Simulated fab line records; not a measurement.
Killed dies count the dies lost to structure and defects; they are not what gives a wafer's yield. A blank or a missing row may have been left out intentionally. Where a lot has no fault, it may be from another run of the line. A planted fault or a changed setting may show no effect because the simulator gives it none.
A struck lot beside a sound one    flow n5 finfet    16 out of 1938 route steps
Sound: these wafers, L764.2, L764.4, L764.5. The struck wafers were L771.1, L771.4, L771.6. At the end, the cause is stated.
At each step with rows: each side's tool, then ch and its chambers, then its first start. Under that, the readings that differ: sound wafers    struck wafers    difference of the means    sigmas: that difference in standard deviations of wafers without a fault.
alike: readings with means less than 2 such deviations apart, plus words and numbers identical on both sides. not compared: withheld readings, readings lacking a value on some wafer, bounds such as >300 that could conceal the same value, and numbers that have no deviation in the record and whose values overlap.
Wherever a step has rows on one side only, a row that says differs or no value, or a row with sigmas, the two part there. Numbers that don't overlap but have no deviation are shown without sigmas and don't part them. A reading that every wafer of one side lacks parts them only if that side has two wafers or more.

first, 6 steps without rows for these wafers: N5_BEOL_M0_SAQP_COAT_34 (resist thk 30 nm); N5_BEOL_M0_SAQP_EBR_36; N5_BEOL_M0_SAQP_SOFTBAKE_35 (time 60 s); N5_BEOL_M0_SAQP_EXPOSE_37 (exposes mask M0 CUT1, target cd 30 nm); N5_BEOL_M0_SAQP_PEB_38 (peb time 60 s); N5_BEOL_M0_SAQP_DEVELOP_39 (develop time 30 s).
N5_BEOL_M0_SAQP_CD_MEAS_40: target cd 30 nm.
  sound on cd sem-01 ch 0, day 7 09:50; struck on cd sem-02 ch 0, day 9 05:16
  alike: cd nm
N5_BEOL_M0_SAQP_OVL_MEAS_41:
  sound on overlay-01 ch 0, day 7 09:52; struck on overlay-02 ch 0, day 9 05:18
  alike: M0_CUT1_OVL
N5_BEOL_M0_SAQP_INSPECT_42: inspects for defects (brightfield).
  sound: defect inspect-01 at day 7 09:55; struck: defect inspect-02 at day 9 05:22
  alike: raw defect count
N5_BEOL_M0_SAQP_DESCUM_45: chemistry O2, time 7 s.
  sound on rie diel-05 ch 2,3, day 7 09:57; struck on rie diel-02 ch 0,1, day 9 05:24
  alike: drypump motor current A, oes product au, rf vpp V, showerhead plenum p Torr, throttle valve pct
  not compared: rf hours counter h
N5_BEOL_M0_SAQP_ETCH_88: etches underlayer in N2/H2, target depth 6.5 nm, time 5.2 s.
  sound on rie diel-05 ch 2,3, day 7 09:59; struck on rie diel-02 ch 0,1, day 9 05:26
  alike: bias w, chamber pressure mTorr, drypump motor current A, etch rf on time s, n2 flow sccm, oes product au, rf vpp V, showerhead plenum p Torr, throttle valve pct
  not compared: rf hours counter h
N5_BEOL_M0_SAQP_ETCH_73: etches SiARC in CF4, target depth 19.5 nm, time 32.5 s.
  sound on rie diel-05 ch 2,3, day 7 10:00; struck on rie diel-02 ch 0,1, day 9 05:27
  alike: bias w, cf4 flow sccm, drypump motor current A, etch rf on time s, mfc ar sccm, oes product au, rf vpp V, showerhead plenum p Torr, throttle valve pct
  not compared: rf hours counter h
N5_BEOL_M0_SAQP_CUT_ETCH_46: etches SOC in N2/H2, target depth 135 nm, overetch 27 nm, time 202.5 s.
  sound on rie diel-05 ch 2,3, day 7 10:02; struck on rie diel-02 ch 0,1, day 9 05:29
  no value came back on the struck wafers for any of 7 readings (bias w (W), chamber pressure mTorr (mTorr) and others); on the sound wafers bias w (W) reads 150.1 150.7 149.8
reading                                               sound        struck    difference  sigmas
model.SiARC_of_BEOL_M0_SAQP_COAT_72.thk nm (nm)       4.4 5.2 4.4  15 15 15  +10         
model.underlayer_of_BEOL_M0_SAQP_COAT_87.thk nm (nm)  0 0 0        5 5 5     +5          
  not compared: rf hours counter h
then, 1 step without rows for these wafers: N5_BEOL_M0_SAQP_STRIP_74 (strips in N2/H2).
N5_BEOL_M4_RC_MEAS_101:
  the record has rows for the sound wafers here (prober-02 ch 0, day 10 22:13) and none for the struck ones
-- here the record skips 8 days between the struck wafers' starts before and after, leaving off in module BEOL_M4 and picking up in module PASSIVATION (first step shown: number 1936 of the route) --
N5_PASSIVATION_PROBE_49:
  record: rows for the struck wafers here (prober-01, day 17 08:02), none for the sound ones

WHERE THEY PART
At N5_BEOL_M0_SAQP_CUT_ETCH_46 first; at N5_PASSIVATION_PROBE_49 last (within this record only).

WHY: the cause the simulator had injected
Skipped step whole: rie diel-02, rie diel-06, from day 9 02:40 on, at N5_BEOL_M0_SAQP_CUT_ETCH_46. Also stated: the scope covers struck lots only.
